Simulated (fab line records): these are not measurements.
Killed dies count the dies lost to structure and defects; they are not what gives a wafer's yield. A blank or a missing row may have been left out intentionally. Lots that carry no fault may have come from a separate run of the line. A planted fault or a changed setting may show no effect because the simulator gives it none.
fab line records / flow n5Finfet
record: lots: 7 wafers: 39
route steps=1938 shown FIN_SAQP@143 FIN_CUT@169 DUMMY_GATE@220
startH: hours from the record's first day to the start of the lot's first wafer shown / waitH: how many hours have passed since the lot's step before this one / " identical to the entry in the row above / L1.1+2: several wafers, shown together as one row / - no value, or no start was given / * or withheld: withheld / < > ~ a bound
route shown NAME@n: names a module that has steps shown in the file, with the first one's number in the route / usual: mean and standard deviation over wafers with no fault / same: alike in all rows / chamber/n: place in a boat / sites: the reading at each site / _std_site: the values' standard deviation / _edge_site: inner sites' mean taken away from outer sites' mean / radiusMm: for every site, how far away it sits from the centre of the wafer / mask NAME#n: copy n / behind: the most recent tool/chamber to have shaped the wafer / hold: the reason the lot was held/the length of the hold in hours/how it ended / device: names the non-switching transistor (n, p or np) / end of line: the same wafers' tests at the end of the route / a step given without rows: its recipe and nothing more / killed: not the wafer's yield, but the dies lost to structure and defects at the first sort / map: shows each die of a wafer: x if killed, . if not, _ if none is there
set.NAME: the run value of the setting; set.NAME@STEP: its run value at that earlier step / model.NAME: the simulator's own value behind a step, which no gauge read
lots run with intentionally changed settings; tables by step, rows by wafer
== steps ==
step: N5_FIN_SAQP_ETCH_34
recipe: chemistry: C4F6/O2 target: SiO2 targetDepthA: 450 timeS: 15 ionEnergyEv: 250 pressureMtorr: 30 sourceW: 345 biasW: 185 Ar_flow_sccm: 300 C4F6_flow_sccm: 10 O2_flow_sccm: 10 ends: cleared
usual: etchRfOnTimeS: 15.07/0.18 rfVppV: 663/5.3
lot.wafer=L075.1 tool=rieDiel-01 chamber=3 startH=31.56 waitH=0.0 set.sourceW=305.2 etchRfOnTimeS=15.71 rfVppV=711
lot.wafer=L075.2 tool=rieDiel-01 chamber=0 startH=31.56 waitH=0.0 set.sourceW=345 etchRfOnTimeS=15.23 rfVppV=668
lot.wafer=L075.3 tool=rieDiel-01 chamber=1 startH=31.56 waitH=0.0 set.sourceW=305.2 etchRfOnTimeS=15.97 rfVppV=704
lot.wafer=L075.4 tool=rieDiel-01 chamber=2 startH=31.56 waitH=0.0 set.sourceW=345 etchRfOnTimeS=14.61 rfVppV=672
lot.wafer=L075.5 tool=rieDiel-01 chamber=3 startH=31.56 waitH=0.0 set.sourceW=305.2 etchRfOnTimeS=15.83 rfVppV=710
lot.wafer=L075.6 tool=rieDiel-01 chamber=2 startH=31.56 waitH=0.0 set.sourceW=345 etchRfOnTimeS=14.70 rfVppV=672
lot.wafer=L076.1 tool=rieDiel-03 chamber=2 startH=38.23 waitH=0.0 set.sourceW=345 etchRfOnTimeS=15.33 rfVppV=667
lot.wafer=L076.2 tool=rieDiel-03 chamber=0 startH=38.23 waitH=0.0 set.sourceW=345 etchRfOnTimeS=15.19 rfVppV=654
lot.wafer=L076.5 tool=rieDiel-03 chamber=2 startH=38.23 waitH=0.0 set.sourceW=345 etchRfOnTimeS=15.27 rfVppV=666
lot.wafer=L078.1 tool=rieDiel-03 chamber=1 startH=50.46 waitH=0.0 set.sourceW=389.1 etchRfOnTimeS=14.16 rfVppV=628
lot.wafer=L078.2 tool=rieDiel-03 chamber=0 startH=50.46 waitH=0.0 set.sourceW=389.1 etchRfOnTimeS=14.46 rfVppV=614
lot.wafer=L078.3 tool=rieDiel-03 chamber=2 startH=50.46 waitH=0.0 set.sourceW=389.1 etchRfOnTimeS=14.64 rfVppV=627
lot.wafer=L078.4 tool=rieDiel-03 chamber=3 startH=50.46 waitH=0.0 set.sourceW=345 etchRfOnTimeS=14.76 rfVppV=660
lot.wafer=L078.5 tool=rieDiel-03 chamber=3 startH=50.46 waitH=0.0 set.sourceW=345 etchRfOnTimeS=14.70 rfVppV=661
lot.wafer=L078.6 tool=rieDiel-03 chamber=0 startH=50.46 waitH=0.0 set.sourceW=345 etchRfOnTimeS=15.09 rfVppV=656
lot.wafer=L084.1 tool=rieDiel-05 chamber=3 startH=88.66 waitH=0.0 set.sourceW=345 etchRfOnTimeS=15.27 rfVppV=658
lot.wafer=L084.2 tool=rieDiel-05 chamber=2 startH=88.66 waitH=0.0 set.sourceW=397.3 etchRfOnTimeS=14.63 rfVppV=611
lot.wafer=L084.3 tool=rieDiel-05 chamber=0 startH=88.66 waitH=0.0 set.sourceW=397.3 etchRfOnTimeS=14.42 rfVppV=617
lot.wafer=L084.4 tool=rieDiel-05 chamber=1 startH=88.66 waitH=0.0 set.sourceW=345 etchRfOnTimeS=15.07 rfVppV=659
lot.wafer=L084.5 tool=rieDiel-05 chamber=2 startH=88.66 waitH=0.0 set.sourceW=397.3 etchRfOnTimeS=14.43 rfVppV=609
lot.wafer=L084.6 tool=rieDiel-05 chamber=1 startH=88.66 waitH=0.0 set.sourceW=345 etchRfOnTimeS=15.13 rfVppV=659
lot.wafer=L088.1 tool=rieDiel-01 chamber=0 startH=111.71 waitH=0.0 set.sourceW=394.2 etchRfOnTimeS=14.31 rfVppV=627
lot.wafer=L088.2 tool=rieDiel-01 chamber=1 startH=111.71 waitH=0.0 set.sourceW=345 etchRfOnTimeS=15.27 rfVppV=661
lot.wafer=L088.3 tool=rieDiel-01 chamber=3 startH=111.71 waitH=0.0 set.sourceW=394.2 etchRfOnTimeS=14.21 rfVppV=624
lot.wafer=L088.4 tool=rieDiel-01 chamber=1 startH=111.71 waitH=0.0 set.sourceW=394.2 etchRfOnTimeS=14.57 rfVppV=619
lot.wafer=L088.5 tool=rieDiel-01 chamber=0 startH=111.71 waitH=0.0 set.sourceW=345 etchRfOnTimeS=15.17 rfVppV=670
lot.wafer=L088.6 tool=rieDiel-01 chamber=3 startH=111.71 waitH=0.0 set.sourceW=345 etchRfOnTimeS=15.12 rfVppV=667
lot.wafer=L091.1 tool=rieDiel-05 chamber=1 startH=129.53 waitH=0.0 set.sourceW=345 etchRfOnTimeS=14.83 rfVppV=658
lot.wafer=L091.2 tool=rieDiel-05 chamber=3 startH=129.53 waitH=0.0 set.sourceW=312.6 etchRfOnTimeS=15.75 rfVppV=693
lot.wafer=L091.3 tool=rieDiel-05 chamber=2 startH=129.53 waitH=0.0 set.sourceW=312.6 etchRfOnTimeS=15.81 rfVppV=690
lot.wafer=L091.4 tool=rieDiel-05 chamber=0 startH=129.53 waitH=0.0 set.sourceW=312.6 etchRfOnTimeS=15.73 rfVppV=696
lot.wafer=L091.5 tool=rieDiel-05 chamber=2 startH=129.53 waitH=0.0 set.sourceW=345 etchRfOnTimeS=15.20 rfVppV=656
lot.wafer=L091.6 tool=rieDiel-05 chamber=3 startH=129.53 waitH=0.0 set.sourceW=345 etchRfOnTimeS=15.18 rfVppV=659
lot.wafer=L097.1 tool=rieDiel-01 chamber=3 startH=164.67 waitH=0.0 set.sourceW=345 etchRfOnTimeS=15.02 rfVppV=668
lot.wafer=L097.2 tool=rieDiel-01 chamber=2 startH=164.67 waitH=0.0 set.sourceW=326.6 etchRfOnTimeS=15.15 rfVppV=692
lot.wafer=L097.3 tool=rieDiel-01 chamber=1 startH=164.67 waitH=0.0 set.sourceW=326.6 etchRfOnTimeS=15.63 rfVppV=679
lot.wafer=L097.4 tool=rieDiel-01 chamber=2 startH=164.67 waitH=0.0 set.sourceW=345 etchRfOnTimeS=14.82 rfVppV=670
lot.wafer=L097.5 tool=rieDiel-01 chamber=3 startH=164.67 waitH=0.0 set.sourceW=326.6 etchRfOnTimeS=15.50 rfVppV=686
lot.wafer=L097.6 tool=rieDiel-01 chamber=1 startH=164.67 waitH=0.0 set.sourceW=345 etchRfOnTimeS=15.29 rfVppV=661
step: N5_FIN_CUT_ETCH_21
recipe: chemistry: N2/H2 target: SOC targetDepthA: 2190 overetchA: 438 maskMaterial: SiARC tempC: 40 ionEnergyEv: 100 biasW: 61 timeS: 523.5 pressureMtorr: 30 sourceW: 850 n2FlowSccm: 200 h2FlowSccm: 200
usual: rfVppV: 241.0/1.3
lot.wafer=L075.1 tool=rieDiel-04 chamber=1 startH=32.55 waitH=0.0 set.biasW=61 rfVppV=239.2 model.SiARC_of_FIN_CUT_COAT_19.thkNm=12
lot.wafer=L075.2 tool=rieDiel-04 chamber=2 startH=32.55 waitH=0.0 set.biasW=61 rfVppV=238.6 model.SiARC_of_FIN_CUT_COAT_19.thkNm=12
lot.wafer=L075.3 tool=rieDiel-04 chamber=3 startH=32.55 waitH=0.0 set.biasW=61 rfVppV=240.6 model.SiARC_of_FIN_CUT_COAT_19.thkNm=11.8
lot.wafer=L075.4 tool=rieDiel-04 chamber=0 startH=32.55 waitH=0.0 set.biasW=61 rfVppV=241.1 model.SiARC_of_FIN_CUT_COAT_19.thkNm=11.8
lot.wafer=L075.5 tool=rieDiel-04 chamber=0 startH=32.55 waitH=0.0 set.biasW=61 rfVppV=243.0 model.SiARC_of_FIN_CUT_COAT_19.thkNm=11.8
lot.wafer=L075.6 tool=rieDiel-04 chamber=3 startH=32.55 waitH=0.0 set.biasW=61 rfVppV=240.9 model.SiARC_of_FIN_CUT_COAT_19.thkNm=11.8
lot.wafer=L076.1 tool=rieDiel-04 chamber=3 startH=39.35 waitH=0.0 set.biasW=61 rfVppV=240.3 model.SiARC_of_FIN_CUT_COAT_19.thkNm=11.6
lot.wafer=L076.2 tool=rieDiel-04 chamber=1 startH=39.35 waitH=0.0 set.biasW=61 rfVppV=239.2 model.SiARC_of_FIN_CUT_COAT_19.thkNm=12
lot.wafer=L076.5 tool=rieDiel-04 chamber=1 startH=39.35 waitH=0.0 set.biasW=61 rfVppV=238.2 model.SiARC_of_FIN_CUT_COAT_19.thkNm=11.8
lot.wafer=L078.1 tool=rieDiel-04 chamber=0 startH=51.45 waitH=0.0 set.biasW=61 rfVppV=242.3 model.SiARC_of_FIN_CUT_COAT_19.thkNm=11.8
lot.wafer=L078.2 tool=rieDiel-04 chamber=1 startH=51.45 waitH=0.0 set.biasW=52.42 rfVppV=216.5 model.SiARC_of_FIN_CUT_COAT_19.thkNm=12.6
lot.wafer=L078.3 tool=rieDiel-04 chamber=2 startH=51.45 waitH=0.0 set.biasW=52.42 rfVppV=218.7 model.SiARC_of_FIN_CUT_COAT_19.thkNm=12.6
lot.wafer=L078.4 tool=rieDiel-04 chamber=0 startH=51.45 waitH=0.0 set.biasW=61 rfVppV=242.0 model.SiARC_of_FIN_CUT_COAT_19.thkNm=11.8
lot.wafer=L078.5 tool=rieDiel-04 chamber=2 startH=51.45 waitH=0.0 set.biasW=52.42 rfVppV=217.4 model.SiARC_of_FIN_CUT_COAT_19.thkNm=12.6
lot.wafer=L078.6 tool=rieDiel-04 chamber=1 startH=51.45 waitH=0.0 set.biasW=61 rfVppV=238.9 model.SiARC_of_FIN_CUT_COAT_19.thkNm=12
lot.wafer=L084.1 tool=rieDiel-06 chamber=2 startH=89.77 waitH=0.0 set.biasW=61 rfVppV=242.0 model.SiARC_of_FIN_CUT_COAT_19.thkNm=11.8
lot.wafer=L084.2 tool=rieDiel-06 chamber=1 startH=89.77 waitH=0.0 set.biasW=61 rfVppV=244.2 model.SiARC_of_FIN_CUT_COAT_19.thkNm=11.8
lot.wafer=L084.3 tool=rieDiel-06 chamber=3 startH=89.77 waitH=0.0 set.biasW=50.06 rfVppV=211.5 model.SiARC_of_FIN_CUT_COAT_19.thkNm=12.8
lot.wafer=L084.4 tool=rieDiel-06 chamber=0 startH=89.77 waitH=0.0 set.biasW=50.06 rfVppV=213.4 model.SiARC_of_FIN_CUT_COAT_19.thkNm=13
lot.wafer=L084.5 tool=rieDiel-06 chamber=3 startH=89.77 waitH=0.0 set.biasW=50.06 rfVppV=210.3 model.SiARC_of_FIN_CUT_COAT_19.thkNm=13
lot.wafer=L084.6 tool=rieDiel-06 chamber=2 startH=89.77 waitH=0.0 set.biasW=61 rfVppV=242.7 model.SiARC_of_FIN_CUT_COAT_19.thkNm=11.8
lot.wafer=L088.1 tool=rieDiel-06 chamber=1 startH=112.84 waitH=0.0 set.biasW=61 rfVppV=241.8 model.SiARC_of_FIN_CUT_COAT_19.thkNm=11.8
lot.wafer=L088.2 tool=rieDiel-06 chamber=2 startH=112.84 waitH=0.0 set.biasW=61 rfVppV=241.2 model.SiARC_of_FIN_CUT_COAT_19.thkNm=11.8
lot.wafer=L088.3 tool=rieDiel-06 chamber=3 startH=112.84 waitH=0.0 set.biasW=61 rfVppV=239.1 model.SiARC_of_FIN_CUT_COAT_19.thkNm=11.8
lot.wafer=L088.4 tool=rieDiel-06 chamber=0 startH=112.84 waitH=0.0 set.biasW=61 rfVppV=242.2 model.SiARC_of_FIN_CUT_COAT_19.thkNm=12
lot.wafer=L088.5 tool=rieDiel-06 chamber=0 startH=112.84 waitH=0.0 set.biasW=61 rfVppV=241.0 model.SiARC_of_FIN_CUT_COAT_19.thkNm=12
lot.wafer=L088.6 tool=rieDiel-06 chamber=1 startH=112.84 waitH=0.0 set.biasW=61 rfVppV=240.8 model.SiARC_of_FIN_CUT_COAT_19.thkNm=12
lot.wafer=L091.1 tool=rieDiel-02 chamber=2 startH=130.83 waitH=0.0 set.biasW=67.58 rfVppV=256.5 model.SiARC_of_FIN_CUT_COAT_19.thkNm=11.4
lot.wafer=L091.2 tool=rieDiel-02 chamber=3 startH=130.83 waitH=0.0 set.biasW=61 rfVppV=241.5 model.SiARC_of_FIN_CUT_COAT_19.thkNm=12.2
lot.wafer=L091.3 tool=rieDiel-02 chamber=0 startH=130.83 waitH=0.0 set.biasW=67.58 rfVppV=257.7 model.SiARC_of_FIN_CUT_COAT_19.thkNm=11.4
lot.wafer=L091.4 tool=rieDiel-02 chamber=1 startH=130.83 waitH=0.0 set.biasW=61 rfVppV=239.9 model.SiARC_of_FIN_CUT_COAT_19.thkNm=11.8
lot.wafer=L091.5 tool=rieDiel-02 chamber=2 startH=130.83 waitH=0.0 set.biasW=61 rfVppV=239.5 model.SiARC_of_FIN_CUT_COAT_19.thkNm=11.8
lot.wafer=L091.6 tool=rieDiel-02 chamber=3 startH=130.83 waitH=0.0 set.biasW=67.58 rfVppV=258.6 model.SiARC_of_FIN_CUT_COAT_19.thkNm=11.6
lot.wafer=L097.1 tool=rieDiel-06 chamber=3 startH=165.65 waitH=0.0 set.biasW=52.63 rfVppV=218.5 model.SiARC_of_FIN_CUT_COAT_19.thkNm=12.6
lot.wafer=L097.2 tool=rieDiel-06 chamber=0 startH=165.65 waitH=0.0 set.biasW=52.63 rfVppV=218.4 model.SiARC_of_FIN_CUT_COAT_19.thkNm=12.6
lot.wafer=L097.3 tool=rieDiel-06 chamber=1 startH=165.65 waitH=0.0 set.biasW=61 rfVppV=242.1 model.SiARC_of_FIN_CUT_COAT_19.thkNm=12
lot.wafer=L097.4 tool=rieDiel-06 chamber=2 startH=165.65 waitH=0.0 set.biasW=61 rfVppV=242.5 model.SiARC_of_FIN_CUT_COAT_19.thkNm=11.8
lot.wafer=L097.5 tool=rieDiel-06 chamber=0 startH=165.65 waitH=0.0 set.biasW=61 rfVppV=241.4 model.SiARC_of_FIN_CUT_COAT_19.thkNm=12
lot.wafer=L097.6 tool=rieDiel-06 chamber=3 startH=165.65 waitH=0.0 set.biasW=52.63 rfVppV=217.7 model.SiARC_of_FIN_CUT_COAT_19.thkNm=12.8
step: N5_DUMMY_GATE_HM_DEP_06
recipe: material: SiNx targetThkA: 800 precursor: DCS/NH3 tempC: 700 pressureMtorr: 300 timeS: 5141
lot.wafer=L075.1 tool=- chamber=- startH=- waitH=0.0 set.targetThkA=743.7 model.SiNx_of_DUMMY_GATE_HM_DEP_06.thkNm=75.6
lot.wafer=L075.2+4 tool=- chamber=- startH=- waitH=0.0 set.targetThkA=743.7 model.SiNx_of_DUMMY_GATE_HM_DEP_06.thkNm=75
lot.wafer=L075.3+6 tool=- chamber=- startH=- waitH=0.0 set.targetThkA=743.7 model.SiNx_of_DUMMY_GATE_HM_DEP_06.thkNm=75.4
lot.wafer=L075.5 tool=- chamber=- startH=- waitH=0.0 set.targetThkA=743.7 model.SiNx_of_DUMMY_GATE_HM_DEP_06.thkNm=75.2
lot.wafer=L076.1 tool=lpcvd-01 chamber=0/15 startH=55.88 waitH=0.0 set.targetThkA=800 model.SiNx_of_DUMMY_GATE_HM_DEP_06.thkNm=78.8
lot.wafer=L076.2 tool=lpcvd-01 chamber=0/20 startH=55.88 waitH=0.0 set.targetThkA=800 model.SiNx_of_DUMMY_GATE_HM_DEP_06.thkNm=79.2
lot.wafer=L076.5 tool=lpcvd-01 chamber=0/34 startH=55.88 waitH=0.0 set.targetThkA=800 model.SiNx_of_DUMMY_GATE_HM_DEP_06.thkNm=79.4
lot.wafer=L078.1+6 tool=- chamber=- startH=- waitH=0.0 set.targetThkA=753.4 model.SiNx_of_DUMMY_GATE_HM_DEP_06.thkNm=74.4
lot.wafer=L078.2 tool=- chamber=- startH=- waitH=0.0 set.targetThkA=753.4 model.SiNx_of_DUMMY_GATE_HM_DEP_06.thkNm=75.2
lot.wafer=L078.3 tool=- chamber=- startH=- waitH=0.0 set.targetThkA=753.4 model.SiNx_of_DUMMY_GATE_HM_DEP_06.thkNm=74.8
lot.wafer=L078.4 tool=- chamber=- startH=- waitH=0.0 set.targetThkA=753.4 model.SiNx_of_DUMMY_GATE_HM_DEP_06.thkNm=74.2
lot.wafer=L078.5 tool=- chamber=- startH=- waitH=0.0 set.targetThkA=753.4 model.SiNx_of_DUMMY_GATE_HM_DEP_06.thkNm=73.8
lot.wafer=L084.1 tool=- chamber=- startH=- waitH=0.0 set.targetThkA=874.7 model.SiNx_of_DUMMY_GATE_HM_DEP_06.thkNm=88.6
lot.wafer=L084.2+3 tool=- chamber=- startH=- waitH=0.0 set.targetThkA=874.7 model.SiNx_of_DUMMY_GATE_HM_DEP_06.thkNm=87.6
lot.wafer=L084.4+5 tool=- chamber=- startH=- waitH=0.0 set.targetThkA=874.7 model.SiNx_of_DUMMY_GATE_HM_DEP_06.thkNm=87.4
lot.wafer=L084.6 tool=- chamber=- startH=- waitH=0.0 set.targetThkA=874.7 model.SiNx_of_DUMMY_GATE_HM_DEP_06.thkNm=88
lot.wafer=L088.1 tool=- chamber=- startH=- waitH=0.0 set.targetThkA=800 model.SiNx_of_DUMMY_GATE_HM_DEP_06.thkNm=81.8
lot.wafer=L088.2+4 tool=- chamber=- startH=- waitH=0.0 set.targetThkA=800 model.SiNx_of_DUMMY_GATE_HM_DEP_06.thkNm=81.2
lot.wafer=L088.3 tool=- chamber=- startH=- waitH=0.0 set.targetThkA=800 model.SiNx_of_DUMMY_GATE_HM_DEP_06.thkNm=81.4
lot.wafer=L088.5 tool=- chamber=- startH=- waitH=0.0 set.targetThkA=800 model.SiNx_of_DUMMY_GATE_HM_DEP_06.thkNm=81.6
lot.wafer=L088.6 tool=- chamber=- startH=- waitH=0.0 set.targetThkA=800 model.SiNx_of_DUMMY_GATE_HM_DEP_06.thkNm=80.6
lot.wafer=L091.1 tool=- chamber=- startH=- waitH=0.0 set.targetThkA=743 model.SiNx_of_DUMMY_GATE_HM_DEP_06.thkNm=73.4
lot.wafer=L091.2 tool=- chamber=- startH=- waitH=0.0 set.targetThkA=743 model.SiNx_of_DUMMY_GATE_HM_DEP_06.thkNm=73.2
lot.wafer=L091.3+5 tool=- chamber=- startH=- waitH=0.0 set.targetThkA=743 model.SiNx_of_DUMMY_GATE_HM_DEP_06.thkNm=73.6
lot.wafer=L091.4 tool=- chamber=- startH=- waitH=0.0 set.targetThkA=743 model.SiNx_of_DUMMY_GATE_HM_DEP_06.thkNm=74.2
lot.wafer=L091.6 tool=- chamber=- startH=- waitH=0.0 set.targetThkA=743 model.SiNx_of_DUMMY_GATE_HM_DEP_06.thkNm=74.4
lot.wafer=L097.1 tool=- chamber=- startH=- waitH=0.0 set.targetThkA=876.1 model.SiNx_of_DUMMY_GATE_HM_DEP_06.thkNm=87
lot.wafer=L097.2 tool=- chamber=- startH=- waitH=0.0 set.targetThkA=876.1 model.SiNx_of_DUMMY_GATE_HM_DEP_06.thkNm=86.2
lot.wafer=L097.3+4 tool=- chamber=- startH=- waitH=0.0 set.targetThkA=876.1 model.SiNx_of_DUMMY_GATE_HM_DEP_06.thkNm=86.8
lot.wafer=L097.5 tool=- chamber=- startH=- waitH=0.0 set.targetThkA=876.1 model.SiNx_of_DUMMY_GATE_HM_DEP_06.thkNm=86.6
lot.wafer=L097.6 tool=- chamber=- startH=- waitH=0.0 set.targetThkA=876.1 model.SiNx_of_DUMMY_GATE_HM_DEP_06.thkNm=86.4
step: N5_DUMMY_GATE_ETCH_37
recipe: chemistry: N2/H2 target: SOC targetDepthA: 600 overetchA: 300 tempC: 40 ionEnergyEv: 200 pressureMtorr: 30 sourceW: 840 biasW: 150 n2FlowSccm: 200 h2FlowSccm: 200
usual: rfVppV: 524.8/2.4
lot.wafer=L075.1 tool=rieDiel-02 chamber=2 startH=51.15 waitH=0.0 set.sourceW=840 rfVppV=521.2 model.SiARC_of_DUMMY_GATE_COAT_35.thkNm=5
lot.wafer=L075.2 tool=rieDiel-02 chamber=3 startH=51.15 waitH=0.0 set.sourceW=926.9 rfVppV=509.3 model.SiARC_of_DUMMY_GATE_COAT_35.thkNm=4.8
lot.wafer=L075.3 tool=rieDiel-02 chamber=1 startH=51.15 waitH=0.0 set.sourceW=926.9 rfVppV=506.5 model.SiARC_of_DUMMY_GATE_COAT_35.thkNm=4.6
lot.wafer=L075.4 tool=rieDiel-02 chamber=0 startH=51.15 waitH=0.0 set.sourceW=840 rfVppV=524.5 model.SiARC_of_DUMMY_GATE_COAT_35.thkNm=5
lot.wafer=L075.5 tool=rieDiel-02 chamber=2 startH=51.15 waitH=0.0 set.sourceW=840 rfVppV=521.4 model.SiARC_of_DUMMY_GATE_COAT_35.thkNm=5
lot.wafer=L075.6 tool=rieDiel-02 chamber=3 startH=51.15 waitH=0.0 set.sourceW=926.9 rfVppV=508.6 model.SiARC_of_DUMMY_GATE_COAT_35.thkNm=4.8
lot.wafer=L076.1 tool=rieDiel-02 chamber=2 startH=61.02 waitH=0.0 set.sourceW=840 rfVppV=522.4 model.SiARC_of_DUMMY_GATE_COAT_35.thkNm=5
lot.wafer=L076.2 tool=rieDiel-02 chamber=0 startH=61.02 waitH=0.0 set.sourceW=840 rfVppV=524.0 model.SiARC_of_DUMMY_GATE_COAT_35.thkNm=5
lot.wafer=L076.5 tool=rieDiel-02 chamber=2 startH=61.02 waitH=0.0 set.sourceW=840 rfVppV=521.4 model.SiARC_of_DUMMY_GATE_COAT_35.thkNm=5
lot.wafer=L078.1 tool=rieDiel-06 chamber=0 startH=74.01 waitH=0.0 set.sourceW=840 rfVppV=526.2 model.SiARC_of_DUMMY_GATE_COAT_35.thkNm=5
lot.wafer=L078.2 tool=rieDiel-06 chamber=1 startH=74.01 waitH=0.0 set.sourceW=840 rfVppV=526.4 model.SiARC_of_DUMMY_GATE_COAT_35.thkNm=4.8
lot.wafer=L078.3 tool=rieDiel-06 chamber=3 startH=74.01 waitH=0.0 set.sourceW=840 rfVppV=523.4 model.SiARC_of_DUMMY_GATE_COAT_35.thkNm=5
lot.wafer=L078.4 tool=rieDiel-06 chamber=2 startH=74.01 waitH=0.0 set.sourceW=840 rfVppV=527.0 model.SiARC_of_DUMMY_GATE_COAT_35.thkNm=4.8
lot.wafer=L078.5 tool=rieDiel-06 chamber=0 startH=74.01 waitH=0.0 set.sourceW=840 rfVppV=525.7 model.SiARC_of_DUMMY_GATE_COAT_35.thkNm=5
lot.wafer=L078.6 tool=rieDiel-06 chamber=1 startH=74.01 waitH=0.0 set.sourceW=840 rfVppV=524.8 model.SiARC_of_DUMMY_GATE_COAT_35.thkNm=4.8
lot.wafer=L084.1 tool=rieDiel-02 chamber=1 startH=113.08 waitH=0.0 set.sourceW=840 rfVppV=523.2 model.SiARC_of_DUMMY_GATE_COAT_35.thkNm=4.8
lot.wafer=L084.2 tool=rieDiel-02 chamber=0 startH=113.08 waitH=0.0 set.sourceW=840 rfVppV=525.9 model.SiARC_of_DUMMY_GATE_COAT_35.thkNm=5
lot.wafer=L084.3 tool=rieDiel-02 chamber=2 startH=113.08 waitH=0.0 set.sourceW=840 rfVppV=521.7 model.SiARC_of_DUMMY_GATE_COAT_35.thkNm=5
lot.wafer=L084.4 tool=rieDiel-02 chamber=3 startH=113.08 waitH=0.0 set.sourceW=840 rfVppV=527.6 model.SiARC_of_DUMMY_GATE_COAT_35.thkNm=5.2
lot.wafer=L084.5 tool=rieDiel-02 chamber=3 startH=113.08 waitH=0.0 set.sourceW=840 rfVppV=526.5 model.SiARC_of_DUMMY_GATE_COAT_35.thkNm=5.2
lot.wafer=L084.6 tool=rieDiel-02 chamber=2 startH=113.08 waitH=0.0 set.sourceW=840 rfVppV=522.8 model.SiARC_of_DUMMY_GATE_COAT_35.thkNm=5
lot.wafer=L088.1 tool=rieDiel-06 chamber=1 startH=133.07 waitH=0.0 set.sourceW=981.2 rfVppV=500.0 model.SiARC_of_DUMMY_GATE_COAT_35.thkNm=4.6
lot.wafer=L088.2 tool=rieDiel-06 chamber=3 startH=133.07 waitH=0.0 set.sourceW=981.2 rfVppV=495.5 model.SiARC_of_DUMMY_GATE_COAT_35.thkNm=4.6
lot.wafer=L088.3 tool=rieDiel-06 chamber=0 startH=133.07 waitH=0.0 set.sourceW=840 rfVppV=526.0 model.SiARC_of_DUMMY_GATE_COAT_35.thkNm=5
lot.wafer=L088.4 tool=rieDiel-06 chamber=2 startH=133.07 waitH=0.0 set.sourceW=840 rfVppV=526.3 model.SiARC_of_DUMMY_GATE_COAT_35.thkNm=5
lot.wafer=L088.5 tool=rieDiel-06 chamber=2 startH=133.07 waitH=0.0 set.sourceW=981.2 rfVppV=501.1 model.SiARC_of_DUMMY_GATE_COAT_35.thkNm=4.4
lot.wafer=L088.6 tool=rieDiel-06 chamber=1 startH=133.07 waitH=0.0 set.sourceW=840 rfVppV=526.3 model.SiARC_of_DUMMY_GATE_COAT_35.thkNm=5
lot.wafer=L091.1 tool=rieDiel-04 chamber=1 startH=150.31 waitH=0.0 set.sourceW=686.8 rfVppV=563.3 model.SiARC_of_DUMMY_GATE_COAT_35.thkNm=5.4
lot.wafer=L091.2 tool=rieDiel-04 chamber=3 startH=150.31 waitH=0.0 set.sourceW=840 rfVppV=522.8 model.SiARC_of_DUMMY_GATE_COAT_35.thkNm=5
lot.wafer=L091.3 tool=rieDiel-04 chamber=0 startH=150.31 waitH=0.0 set.sourceW=840 rfVppV=526.8 model.SiARC_of_DUMMY_GATE_COAT_35.thkNm=5
lot.wafer=L091.4 tool=rieDiel-04 chamber=3 startH=150.31 waitH=0.0 set.sourceW=686.8 rfVppV=558.2 model.SiARC_of_DUMMY_GATE_COAT_35.thkNm=5.6
lot.wafer=L091.5 tool=rieDiel-04 chamber=1 startH=150.31 waitH=0.0 set.sourceW=840 rfVppV=529.5 model.SiARC_of_DUMMY_GATE_COAT_35.thkNm=5
lot.wafer=L091.6 tool=rieDiel-04 chamber=0 startH=150.31 waitH=0.0 set.sourceW=686.8 rfVppV=562.9 model.SiARC_of_DUMMY_GATE_COAT_35.thkNm=5.6
lot.wafer=L097.1 tool=rieDiel-04 chamber=2 startH=184.77 waitH=0.0 set.sourceW=702.6 rfVppV=555.6 model.SiARC_of_DUMMY_GATE_COAT_35.thkNm=5.2
lot.wafer=L097.2 tool=rieDiel-04 chamber=3 startH=184.77 waitH=0.0 set.sourceW=840 rfVppV=525.2 model.SiARC_of_DUMMY_GATE_COAT_35.thkNm=5
lot.wafer=L097.3 tool=rieDiel-04 chamber=0 startH=184.77 waitH=0.0 set.sourceW=840 rfVppV=527.6 model.SiARC_of_DUMMY_GATE_COAT_35.thkNm=5
lot.wafer=L097.4 tool=rieDiel-04 chamber=1 startH=184.77 waitH=0.0 set.sourceW=702.6 rfVppV=561.5 model.SiARC_of_DUMMY_GATE_COAT_35.thkNm=5.4
lot.wafer=L097.5 tool=rieDiel-04 chamber=1 startH=184.77 waitH=0.0 set.sourceW=702.6 rfVppV=559.2 model.SiARC_of_DUMMY_GATE_COAT_35.thkNm=5.4
lot.wafer=L097.6 tool=rieDiel-04 chamber=0 startH=184.77 waitH=0.0 set.sourceW=840 rfVppV=527.5 model.SiARC_of_DUMMY_GATE_COAT_35.thkNm=5
== key ==
split: step: N5_FIN_SAQP_ETCH_34 setting: sourceW stated: 345 by: wafer
response: step: N5_FIN_SAQP_ETCH_34 reading: etchRfOnTimeS change: * per: 1% r: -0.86
response: step: N5_FIN_SAQP_ETCH_34 reading: rfVppV change: -3.11 per: 1% r: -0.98
split: step: N5_FIN_CUT_ETCH_21 setting: biasW stated: 61 by: wafer
response: step: N5_FIN_CUT_ETCH_21 reading: rfVppV change: +1.7 per: 1% r: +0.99
response: step: N5_FIN_CUT_ETCH_21 reading: model.SiARC_of_FIN_CUT_COAT_19.thkNm change: -0.0555 per: 1% r: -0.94
split: step: N5_DUMMY_GATE_HM_DEP_06 setting: targetThkA stated: 800 by: lot
response: step: N5_DUMMY_GATE_HM_DEP_06 reading: model.SiNx_of_DUMMY_GATE_HM_DEP_06.thkNm change: +0.788 per: 1% r: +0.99
split: step: N5_DUMMY_GATE_ETCH_37 setting: sourceW stated: 840 by: wafer
response: step: N5_DUMMY_GATE_ETCH_37 reading: rfVppV change: -1.79 per: 1% r: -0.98
response: step: N5_DUMMY_GATE_ETCH_37 reading: model.SiARC_of_DUMMY_GATE_COAT_35.thkNm change: -0.026 per: 1% r: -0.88
